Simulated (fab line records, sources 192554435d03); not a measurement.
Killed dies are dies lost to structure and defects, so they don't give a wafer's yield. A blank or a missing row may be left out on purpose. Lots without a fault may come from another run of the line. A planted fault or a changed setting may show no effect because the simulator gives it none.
Which tool did it? | flow n5_finfet | 19 lots, 57 wafers sampled, at 6 steps of a route of 1938

WHAT THE GAUGES READ, wafer by wafer
N5_BEOL_M4_INSPECT_59: inspects for defects (darkfield). Usual: raw_defect_count 68, standard deviation 21.
lot  | measured     | on                | raw_defect_count | flag
L074 | day 9 04:05  | defect_inspect-02 | 56 51 49         |
L075 | day 9 18:01  | defect_inspect-01 | 115 119 106      |
L077 | day 10 03:49 | defect_inspect-02 | 60 36 97         |
L076 | day 10 12:22 | defect_inspect-02 | 65 69 55         |
L078 | day 10 21:53 | defect_inspect-02 | 57 58 55         |
L079 | day 11 10:12 | defect_inspect-02 | 82 63 72         |
L080 | day 11 16:52 | defect_inspect-02 | 71 94 57         |
L081 | day 13 01:32 | defect_inspect-02 | 65 63 36         |
L085 | day 14 12:04 | defect_inspect-01 | 77 86 74         |
L086 | day 14 23:26 | defect_inspect-02 | 55 59 54         |
L087 | day 15 10:28 | defect_inspect-01 | 39 46 79         |
L088 | day 15 18:52 | defect_inspect-01 | 91 92 57         |
L091 | day 16 16:16 | defect_inspect-01 | 82 85 101        |
L090 | day 15 15:16 | defect_inspect-02 | 60 57 57         |
L092 | day 17 01:20 | defect_inspect-01 | 47 78 65         |
L089 | day 17 07:17 | defect_inspect-01 | 35 90 99         |
L093 | day 17 07:19 | defect_inspect-01 | 58 65 71         |
L096 | day 17 16:47 | defect_inspect-02 | 60 72 73         |
L097 | day 16 04:21 | defect_inspect-01 | 63 50 66         |

WHICH TOOL RAN EACH LOT (tool, then ch and the chambers of the sampled wafers, then the start)
lot  | N5_BEOL_M4_ETCH_63                 | N5_BEOL_M4_STRIP_66                | N5_BEOL_M4_ETCH_77                 | N5_BEOL_M4_ETCH_70                 | N5_BEOL_M4_TRENCH_ETCH_37
L074 | rie_diel-02 ch 0,1, day 8 14:00    | rie_diel-02 ch 0,1, day 8 14:10    | rie_diel-02 ch 0,1,3, day 8 14:54  | rie_diel-02 ch 0,2,3, day 8 23:51  | rie_diel-02 ch 0,2,3, day 9 04:05 or earlier
L075 | rie_diel-02 ch 0,1,2, day 8 23:24  | rie_diel-02 ch 0,1,2, day 8 23:34  | rie_diel-02 ch 0,1,2, day 9 00:33  | rie_diel-02 ch 0,3, day 9 11:33    | rie_diel-02 ch 0,3, day 9 18:01 or earlier
L077 | rie_diel-05 ch 0,2,3, day 9 01:19  | rie_diel-05 ch 0,2,3, day 9 01:29  | rie_diel-04 ch 0,2, day 9 02:18    | rie_diel-02 ch 0,1,3, day 9 23:35  | rie_diel-02 ch 0,1,3, day 10 03:49 or earlier
L076 | rie_diel-02 ch 0,2,3, day 9 04:20  | rie_diel-02 ch 0,2,3, day 9 04:29  | rie_diel-02 ch 0,2,3, day 9 05:19  | rie_diel-02 ch 0,1,2, day 10 08:05 | rie_diel-02 ch 0,1,2, day 10 12:22 or earlier
L078 | rie_diel-04 ch 0,2,3, day 9 06:35  | rie_diel-04 ch 0,2,3, day 9 06:44  | rie_diel-02 ch 0,2,3, day 9 07:28  | rie_diel-04 ch 0,1,2, day 10 17:47 | rie_diel-04 ch 0,1,2, day 10 21:53 or earlier
L079 | rie_diel-02 ch 0,1,3, day 9 09:03  | rie_diel-02 ch 0,1,3, day 9 09:13  | rie_diel-04 ch 0,2,3, day 9 10:02  | rie_diel-05 ch 0,1,3, day 11 04:13 | rie_diel-05 ch 0,1,3, day 11 10:12 or earlier
L080 | rie_diel-05 ch 0,2, day 9 18:13    | rie_diel-05 ch 0,2, day 9 18:22    | rie_diel-05 ch 0,3, day 9 19:11    | rie_diel-04 ch 0,3, day 11 12:39   | rie_diel-04 ch 0,3, day 11 16:52 or earlier
L081 | rie_diel-02 ch 0,1,2, day 10 02:07 | rie_diel-02 ch 0,1,2, day 10 02:17 | rie_diel-04 ch 0,1, day 10 03:02   | rie_diel-04 ch 0,1,3, day 12 20:42 | rie_diel-04 ch 0,1,3, day 13 01:32 or earlier
L085 | rie_diel-04 ch 0,1,3, day 13 08:13 | rie_diel-04 ch 0,1,3, day 13 08:22 | rie_diel-05 ch 2,3, day 13 09:11   | rie_diel-04 ch 0,2,3, day 14 06:08 | rie_diel-04 ch 0,2,3, day 14 12:04 or earlier
L086 | rie_diel-04 ch 0,2,3, day 13 23:11 | rie_diel-04 ch 0,2,3, day 13 23:20 | rie_diel-04 ch 0,3, day 14 00:10   | rie_diel-04 ch 0,1, day 14 18:36   | rie_diel-04 ch 0,1, day 14 23:26 or earlier
L087 | rie_diel-02 ch 0,1, day 14 07:22   | rie_diel-02 ch 0,1, day 14 07:32   | rie_diel-05 ch 0,1,3, day 14 08:21 | rie_diel-02 ch 1,2,3, day 15 05:39 | rie_diel-02 ch 1,2,3, day 15 10:28 or earlier
L088 | rie_diel-04 ch 0,3, day 14 12:46   | rie_diel-04 ch 0,3, day 14 12:55   | rie_diel-04 ch 1,2, day 14 13:41   | rie_diel-05 ch 0,3, day 15 12:50   | rie_diel-05 ch 0,3, day 15 18:52 or earlier
L091 | rie_diel-04 ch 0,1,2, day 14 19:54 | rie_diel-04 ch 0,1,2, day 14 20:04 | rie_diel-04 ch 1,2,3, day 14 20:56 | rie_diel-02 ch 1,2,3, day 16 12:13 | rie_diel-02 ch 1,2,3, day 16 16:16 or earlier
L090 | rie_diel-05 ch 0,2, day 14 22:56   | rie_diel-05 ch 0,2, day 14 23:05   | rie_diel-05 ch 0,2,3, day 14 23:53 | rie_diel-02 ch 0,1,2, day 15 09:47 | rie_diel-02 ch 0,1,2, day 15 15:16 or earlier
L092 | rie_diel-05 ch 2,3, day 14 23:10   | rie_diel-05 ch 2,3, day 14 23:20   | rie_diel-04 ch 0,1,3, day 15 00:09 | rie_diel-05 ch 0,1,3, day 16 21:23 | rie_diel-05 ch 0,1,3, day 17 01:20 or earlier
L089 | rie_diel-05 ch 0,2,3, day 15 00:02 | rie_diel-05 ch 0,2,3, day 15 00:12 | rie_diel-02 ch 0,1,2, day 15 01:01 | rie_diel-04 ch 0,1,2, day 17 02:50 | rie_diel-04 ch 0,1,2, day 17 07:17 or earlier
L093 | rie_diel-02 ch 0,2, day 15 03:04   | rie_diel-02 ch 0,2, day 15 03:14   | rie_diel-02 ch 0,2, day 15 03:56   | rie_diel-05 ch 1,2,3, day 17 02:58 | rie_diel-05 ch 1,2,3, day 17 07:19 or earlier
L096 | rie_diel-02 ch 1,2,3, day 15 11:50 | rie_diel-02 ch 1,2,3, day 15 12:00 | rie_diel-04 ch 1,2, day 15 12:49   | rie_diel-05 ch 1,2,3, day 17 10:49 | rie_diel-05 ch 1,2,3, day 17 16:47 or earlier
L097 | rie_diel-02 ch 0,1,3, day 15 14:43 | rie_diel-02 ch 0,1,3, day 15 14:53 | rie_diel-05 ch 0,2,3, day 15 15:42 | rie_diel-02 ch 1,3, day 15 22:44   | rie_diel-02 ch 1,3, day 16 04:21 or earlier
- N5_BEOL_M4_ETCH_63: etches SiARC in CF4, target depth 15.6 nm, time 26 s.
- N5_BEOL_M4_STRIP_66: strips in CF4.
- N5_BEOL_M4_ETCH_77: etches underlayer in N2/H2, target depth 6.5 nm, time 5.2 s.
- N5_BEOL_M4_ETCH_70: etches SOC in N2/H2, target depth 80 nm, overetch 24 nm, time 130 s.
- N5_BEOL_M4_TRENCH_ETCH_37: etches SiOC in C4F6/O2, target depth 55.555 nm, time 29.2 s.

WHAT THE TOOLS THEMSELVES READ (means of the sampled wafers that have a number; where no wafer has one, the mark that the record gives instead)
N5_BEOL_M4_ETCH_63. Usual: drypump_motor_current_A 5.7 A, standard deviation 0.38; etch_rf_on_time_s 26.1 s, standard deviation 0.42; oes_product_au 0.67 a.u., standard deviation 0.079; rf_vpp_V 184.3 V, standard deviation 1.2; showerhead_plenum_p_Torr 2.15 Torr, standard deviation 0.078; throttle_valve_pct 15.66 %, standard deviation 0.16.
lot  | tool        | drypump_motor_current_A (A) | etch_rf_on_time_s (s) | oes_product_au (a.u.) | rf_vpp_V (V) | showerhead_plenum_p_Torr (Torr) | throttle_valve_pct (%) | flag
L074 | rie_diel-02 | 5.7                         | 26.2                  | 0.62                  | 183.0        | 2.11                            | 15.62                  |
L075 | rie_diel-02 | 5.7                         | 26.1                  | 0.64                  | 184.5        | 2.17                            | 15.63                  |
L077 | rie_diel-05 | 6.2                         | 26.0                  | 0.65                  | 184.6        | 2.20                            | 15.74                  |
L076 | rie_diel-02 | 5.6                         | 26.3                  | 0.65                  | 183.9        | 2.12                            | 15.68                  |
L078 | rie_diel-04 | 5.5                         | 25.7                  | 0.66                  | 185.0        | 2.20                            | 15.68                  |
L079 | rie_diel-02 | 5.7                         | 26.3                  | 0.63                  | 183.8        | 2.11                            | 15.67                  |
L080 | rie_diel-05 | 5.9                         | 25.6                  | 0.65                  | 184.7        | 2.19                            | 15.83                  |
L081 | rie_diel-02 | 5.7                         | 26.1                  | 0.63                  | 184.9        | 2.17                            | 15.65                  |
L085 | rie_diel-04 | 5.6                         | 25.7                  | 0.76                  | 184.8        | 2.17                            | 15.55                  |
L086 | rie_diel-04 | 5.5                         | 25.7                  | 0.79                  | 184.4        | 2.18                            | 15.41                  |
L087 | rie_diel-02 | 5.7                         | 25.7                  | 0.60                  | 184.7        | 2.14                            | 15.71                  |
L088 | rie_diel-04 | 5.8                         | 25.6                  | 0.76                  | 185.0        | 2.23                            | 15.46                  |
L091 | rie_diel-04 | 5.6                         | 26.0                  | 0.76                  | 183.8        | 2.15                            | 15.54                  |
L090 | rie_diel-05 | 6.1                         | 26.1                  | 0.74                  | 184.8        | 2.17                            | 15.55                  |
L092 | rie_diel-05 | 6.3                         | 26.1                  | 0.65                  | 184.6        | 2.19                            | 15.75                  |
L089 | rie_diel-05 | 6.2                         | 26.0                  | 0.70                  | 184.9        | 2.18                            | 15.65                  |
L093 | rie_diel-02 | 5.6                         | 26.3                  | 0.62                  | 184.4        | 2.16                            | 15.73                  |
L096 | rie_diel-02 | 5.6                         | 26.5                  | 0.62                  | 183.8        | 2.15                            | 15.78                  |
L097 | rie_diel-02 | 5.6                         | 26.4                  | 0.60                  | 183.2        | 2.09                            | 15.76                  |

N5_BEOL_M4_STRIP_66. Usual: drypump_motor_current_A 5.7 A, standard deviation 0.38; oes_product_au 0.78 a.u., standard deviation 0.087; rf_vpp_V 271.4 V, standard deviation 1.7; showerhead_plenum_p_Torr 1.80 Torr, standard deviation 0.066; throttle_valve_pct 13.63 %, standard deviation 0.18.
lot  | tool        | drypump_motor_current_A (A) | oes_product_au (a.u.) | rf_vpp_V (V) | showerhead_plenum_p_Torr (Torr) | throttle_valve_pct (%) | flag
L074 | rie_diel-02 | 5.7                         | 0.72                  | 270.1        | 1.77                            | 13.60                  |
L075 | rie_diel-02 | 5.6                         | 0.74                  | 271.2        | 1.82                            | 13.62                  |
L077 | rie_diel-05 | 6.2                         | 0.77                  | 272.0        | 1.84                            | 13.71                  |
L076 | rie_diel-02 | 5.6                         | 0.75                  | 270.5        | 1.77                            | 13.66                  |
L078 | rie_diel-04 | 5.4                         | 0.77                  | 272.3        | 1.84                            | 13.66                  |
L079 | rie_diel-02 | 5.7                         | 0.73                  | 270.4        | 1.76                            | 13.67                  |
L080 | rie_diel-05 | 6.0                         | 0.75                  | 272.3        | 1.83                            | 13.80                  |
L081 | rie_diel-02 | 5.7                         | 0.73                  | 271.1        | 1.81                            | 13.64                  |
L085 | rie_diel-04 | 5.6                         | 0.87                  | 271.0        | 1.82                            | 13.49                  |
L086 | rie_diel-04 | 5.5                         | 0.91                  | 271.4        | 1.83                            | 13.36                  |
L087 | rie_diel-02 | 5.7                         | 0.69                  | 272.0        | 1.80                            | 13.72                  |
L088 | rie_diel-04 | 5.8                         | 0.87                  | 273.0        | 1.88                            | 13.43                  |
L091 | rie_diel-04 | 5.6                         | 0.87                  | 270.4        | 1.80                            | 13.49                  |
L090 | rie_diel-05 | 6.1                         | 0.86                  | 272.4        | 1.81                            | 13.49                  |
L092 | rie_diel-05 | 6.3                         | 0.76                  | 271.5        | 1.83                            | 13.72                  |
L089 | rie_diel-05 | 6.2                         | 0.81                  | 271.1        | 1.82                            | 13.61                  |
L093 | rie_diel-02 | 5.7                         | 0.72                  | 271.3        | 1.81                            | 13.73                  |
L096 | rie_diel-02 | 5.6                         | 0.72                  | 272.1        | 1.80                            | 13.78                  |
L097 | rie_diel-02 | 5.6                         | 0.70                  | 269.2        | 1.75                            | 13.77                  |

N5_BEOL_M4_ETCH_77. Usual: drypump_motor_current_A 5.7 A, standard deviation 0.4; etch_rf_on_time_s 5.19 s, standard deviation 0.082; h2_flow_sccm 200.0 sccm, standard deviation 0.52; oes_product_au 0.70 a.u., standard deviation 0.081; rf_vpp_V 524.4 V, standard deviation 2.9; showerhead_plenum_p_Torr 2.57 Torr, standard deviation 0.098; throttle_valve_pct 17.88 %, standard deviation 0.17.
lot  | tool        | drypump_motor_current_A (A) | etch_rf_on_time_s (s) | h2_flow_sccm (sccm) | oes_product_au (a.u.) | rf_vpp_V (V) | showerhead_plenum_p_Torr (Torr) | throttle_valve_pct (%) | flag
L074 | rie_diel-02 | 5.7                         | 5.20                  | 200.0               | 0.63                  | 522.3        | 2.50                            | 17.89                  |
L075 | rie_diel-02 | 5.7                         | 5.18                  | 199.9               | 0.64                  | 524.6        | 2.58                            | 17.89                  |
L077 | rie_diel-04 | 5.5                         | 5.11                  | 200.4               | 0.67                  | 525.1        | 2.57                            | 17.82                  |
L076 | rie_diel-02 | 5.6                         | 5.19                  | 200.7               | 0.65                  | 523.6        | 2.51                            | 17.94                  |
L078 | rie_diel-02 | 5.6                         | 5.23                  | 200.3               | 0.65                  | 521.4        | 2.51                            | 17.96                  |
L079 | rie_diel-04 | 5.4                         | 5.17                  | 199.4               | 0.66                  | 525.6        | 2.61                            | 17.93                  |
L080 | rie_diel-05 | 6.5                         | 5.21                  | 200.2               | 0.71                  | 524.8        | 2.61                            | 17.94                  |
L081 | rie_diel-04 | 5.9                         | 5.16                  | 200.1               | 0.78                  | 525.5        | 2.64                            | 17.82                  |
L085 | rie_diel-05 | 6.3                         | 5.19                  | 199.7               | 0.66                  | 524.4        | 2.61                            | 17.92                  |
L086 | rie_diel-04 | 5.4                         | 5.10                  | 200.4               | 0.78                  | 526.6        | 2.63                            | 17.79                  |
L087 | rie_diel-05 | 6.1                         | 5.30                  | 200.3               | 0.67                  | 527.2        | 2.64                            | 17.92                  |
L088 | rie_diel-04 | 5.4                         | 5.18                  | 199.8               | 0.75                  | 521.8        | 2.47                            | 17.85                  |
L091 | rie_diel-04 | 5.2                         | 5.14                  | 200.3               | 0.76                  | 523.5        | 2.51                            | 17.78                  |
L090 | rie_diel-05 | 6.2                         | 5.14                  | 200.0               | 0.70                  | 527.2        | 2.60                            | 17.94                  |
L092 | rie_diel-04 | 5.6                         | 5.18                  | 200.0               | 0.74                  | 525.1        | 2.58                            | 17.90                  |
L089 | rie_diel-02 | 5.7                         | 5.23                  | 200.3               | 0.60                  | 523.5        | 2.56                            | 17.98                  |
L093 | rie_diel-02 | 5.6                         | 5.23                  | 199.9               | 0.60                  | 522.5        | 2.49                            | 17.95                  |
L096 | rie_diel-04 | 5.3                         | 5.20                  | 199.3               | 0.77                  | 522.9        | 2.48                            | 17.68                  |
L097 | rie_diel-05 | 6.2                         | 5.22                  | 200.0               | 0.70                  | 525.4        | 2.60                            | 17.93                  |

N5_BEOL_M4_ETCH_70. Usual: drypump_motor_current_A 5.7 A, standard deviation 0.4; h2_flow_sccm 200.0 sccm, standard deviation 0.61; oes_product_au 0.58 a.u., standard deviation 0.065; rf_vpp_V 524.6 V, standard deviation 2.8; showerhead_plenum_p_Torr 2.57 Torr, standard deviation 0.099; throttle_valve_pct 17.88 %, standard deviation 0.16.
lot  | tool        | drypump_motor_current_A (A) | h2_flow_sccm (sccm) | oes_product_au (a.u.) | rf_vpp_V (V) | showerhead_plenum_p_Torr (Torr) | throttle_valve_pct (%) | flag
L074 | rie_diel-02 | 5.6                         | 199.7               | 0.56                  | 522.2        | 2.51                            | 17.92                  |
L075 | rie_diel-02 | 5.6                         | 199.7               | 0.54                  | 520.2        | 2.43                            | 17.83                  |
L077 | rie_diel-02 | 5.7                         | 199.6               | 0.54                  | 523.4        | 2.50                            | 17.85                  |
L076 | rie_diel-02 | 5.7                         | 200.7               | 0.55                  | 524.9        | 2.57                            | 17.86                  |
L078 | rie_diel-04 | 5.6                         | 200.3               | 0.60                  | 523.7        | 2.56                            | 17.84                  |
L079 | rie_diel-05 | 6.1                         | 200.5               | 0.60                  | 527.1        | 2.65                            | 17.85                  |
L080 | rie_diel-04 | 5.8                         | 200.1               | 0.68                  | 526.5        | 2.67                            | 17.71                  |
L081 | rie_diel-04 | 5.6                         | 200.4               | 0.66                  | 524.9        | 2.59                            | 17.82                  |
L085 | rie_diel-04 | 5.5                         | 200.0               | 0.67                  | 525.5        | 2.59                            | 17.64                  |
L086 | rie_diel-04 | 5.9                         | 199.8               | 0.63                  | 525.1        | 2.62                            | 17.83                  |
L087 | rie_diel-02 | 5.7                         | 199.6               | 0.54                  | 524.1        | 2.57                            | 18.02                  |
L088 | rie_diel-05 | 6.4                         | 199.2               | 0.58                  | 524.6        | 2.60                            | 17.95                  |
L091 | rie_diel-02 | 5.7                         | 199.9               | 0.53                  | 523.9        | 2.56                            | 18.03                  |
L090 | rie_diel-02 | 5.7                         | 200.0               | 0.52                  | 523.3        | 2.56                            | 17.93                  |
L092 | rie_diel-05 | 6.1                         | 199.7               | 0.58                  | 526.4        | 2.63                            | 17.90                  |
L089 | rie_diel-04 | 5.6                         | 199.9               | 0.63                  | 524.1        | 2.54                            | 17.76                  |
L093 | rie_diel-05 | 5.9                         | 200.0               | 0.59                  | 526.7        | 2.63                            | 17.85                  |
L096 | rie_diel-05 | 5.9                         | 200.2               | 0.59                  | 526.6        | 2.63                            | 17.85                  |
L097 | rie_diel-02 | 5.7                         | 199.8               | 0.52                  | 524.6        | 2.55                            | 17.97                  |

N5_BEOL_M4_TRENCH_ETCH_37. Usual: O2_flow_sccm 10.00 sccm, standard deviation 0.033; drypump_motor_current_A 5.7 A, standard deviation 0.39; oes_f_703_au 0.79 a.u., standard deviation 0.085; oes_product_au 0.79 a.u., standard deviation 0.091; rf_vpp_V 666 V, standard deviation 6.1; showerhead_plenum_p_Torr 2.88 Torr, standard deviation 0.1; throttle_valve_pct 20.89 %, standard deviation 0.15.
lot  | tool        | O2_flow_sccm (sccm) | drypump_motor_current_A (A) | oes_f_703_au (a.u.) | oes_product_au (a.u.) | rf_vpp_V (V) | showerhead_plenum_p_Torr (Torr) | throttle_valve_pct (%) | flag
L074 | rie_diel-02 | 10.01               | 5.6                         | 0.76                | 0.76                  | 669          | 2.81                            | 20.93                  |
L075 | rie_diel-02 | 10.01               | 5.6                         | 0.73                | 0.73                  | 666          | 2.72                            | 20.91                  |
L077 | rie_diel-02 | 10.00               | 5.7                         | 0.74                | 0.73                  | 665          | 2.80                            | 20.90                  |
L076 | rie_diel-02 | 9.98                | 5.7                         | 0.75                | 0.74                  | 669          | 2.88                            | 20.87                  |
L078 | rie_diel-04 | 10.02               | 5.6                         | 0.82                | 0.82                  | 665          | 2.86                            | 20.90                  |
L079 | rie_diel-05 | 10.00               | 6.1                         | 0.82                | 0.82                  | 669          | 2.95                            | 20.82                  |
L080 | rie_diel-04 | 9.99                | 5.8                         | 0.92                | 0.93                  | 671          | 2.97                            | 20.69                  |
L081 | rie_diel-04 | 9.96                | 5.6                         | 0.89                | 0.89                  | 668          | 2.89                            | 20.80                  |
L085 | rie_diel-04 | 9.99                | 5.4                         | 0.92                | 0.92                  | 667          | 2.90                            | 20.69                  |
L086 | rie_diel-04 | 10.01               | 5.9                         | 0.85                | 0.85                  | 670          | 2.92                            | 20.84                  |
L087 | rie_diel-02 | 10.03               | 5.7                         | 0.73                | 0.72                  | 667          | 2.87                            | 20.99                  |
L088 | rie_diel-05 | 9.97                | 6.4                         | 0.78                | 0.78                  | 675          | 2.89                            | 20.91                  |
L091 | rie_diel-02 | 10.01               | 5.7                         | 0.72                | 0.72                  | 666          | 2.86                            | 21.02                  |
L090 | rie_diel-02 | 10.02               | 5.7                         | 0.72                | 0.71                  | 669          | 2.86                            | 20.93                  |
L092 | rie_diel-05 | 9.99                | 6.1                         | 0.78                | 0.78                  | 669          | 2.93                            | 20.87                  |
L089 | rie_diel-04 | 10.00               | 5.6                         | 0.85                | 0.86                  | 665          | 2.84                            | 20.83                  |
L093 | rie_diel-05 | 9.99                | 5.9                         | 0.81                | 0.81                  | 661          | 2.94                            | 20.89                  |
L096 | rie_diel-05 | 9.98                | 5.9                         | 0.80                | 0.81                  | 662          | 2.94                            | 20.90                  |
L097 | rie_diel-02 | 9.98                | 5.7                         | 0.72                | 0.71                  | 663          | 2.85                            | 20.99                  |

THE ANSWER, worked out from the rows above alone
Rule: a lot is off if the mean of its wafers that have a number lies more than 3 standard deviations from the usual mean. A lot without any number at a reading at which 4 lots or more have one is off too. The other lots that the step has rows for count as sound. The gauges are gone through in route order, then the tools' own readings, and for those a lot's mean is taken as printed above. The first step at which some lot is off is used, and at that step the reading that is off furthest; a lot without a number counts as furthest.
No lot is off at any reading shown: from this, nothing can be told.

WHAT THE SIMULATOR HAD PUT IN
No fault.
